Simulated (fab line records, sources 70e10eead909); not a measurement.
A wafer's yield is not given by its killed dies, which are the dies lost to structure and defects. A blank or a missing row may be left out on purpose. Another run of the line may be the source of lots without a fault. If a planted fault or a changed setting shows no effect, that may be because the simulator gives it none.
Which tool was responsible?	flow nandHarc	18 wafers from 6 lots sampled at 3 of the route's 1302 steps

WHAT THE GAUGES SHOWED, per wafer
NHARC_P_BONDPAD_OVL_MEAS_38.
lot	measured	on	overlayXNm (nm)
L236	day 7 06:01	overlay-01	7 7 7
L238	day 8 04:31	overlay-01	5 5 6
L246	day 11 12:22	overlay-02	73 74 74
L252	day 13 21:31	overlay-02	-8 -8 -8
L254	day 14 23:36	overlay-01	-4 -4 -4
L257	day 16 11:52	overlay-01	-3 -3 -3

EACH LOT AND THE TOOL THAT RAN IT (in order: tool; ch and the chambers of the sampled wafers; start)
lot	NHARC_P_M2_PVD_20	NHARC_P_BONDPAD_EXPOSE_06
L236	pvdSputter-03, day 7 05:47 or earlier	krfScanner-03 ch 0, day 7 05:47
L238	pvdSputter-02, day 8 04:17 or earlier	krfScanner-01 ch 0, day 8 04:17
L246	pvdSputter-01, day 11 12:07 or earlier	krfScanner-02 ch 0, day 11 12:07
L252	pvdSputter-03, day 13 21:17 or earlier	krfScanner-01 ch 0, day 13 21:17
L254	pvdSputter-01, day 14 23:22 or earlier	krfScanner-03 ch 0, day 14 23:22
L257	pvdSputter-01, day 16 11:38 or earlier	krfScanner-01 ch 0, day 16 11:38
- NHARC_P_M2_PVD_20: deposits TaN, target thk 5 nm, time 8.06 s.
- NHARC_P_BONDPAD_EXPOSE_06: exposes mask P BPAD.

THE ANSWER, worked out from the rows above alone
Rule: the lots themselves supply what counts as usual. Put in order of their means at a reading, lots are off if they are a third of the lots or fewer, leave a main group of 4 or more, and stand apart from it by a gap of 3 or more times the standard deviation of the main group's means; of several such gaps the widest counts. If all means in a main group match to the digits the tables above print for the reading, that group is not used. Also off: a lot with no number at a reading for which 4 or more lots have one. All remaining lots with rows at the step are treated as sound.
Off: L246 (NHARC_P_BONDPAD_OVL_MEAS_38, overlayXNm). Mean -1 nm and standard deviation 5.7 in the main group.
A tool fits if, at a process step before that reading, it ran every lot that is off, and no sound lot after the first of them. The gauges at NHARC_P_BONDPAD_OVL_MEAS_38 are tried like those tools. NHARC_P_M2_PVD_20 gives no start for some lots, so the hours and the order of its lots are those of NHARC_P_BONDPAD_EXPOSE_06. One candidate fits, namely krfScanner-02 at NHARC_P_BONDPAD_EXPOSE_06. It ran no sound lot before its first lot that is off in this sample, so the start can't be narrowed down.

WHAT THE SIMULATOR HAD INSERTED
Scanner matching overlay: krfScanner-02, from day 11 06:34 on, at NHARC_P_BONDPAD_EXPOSE_06. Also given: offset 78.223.
Lots struck among those shown: L246. The same result came from the rule above.
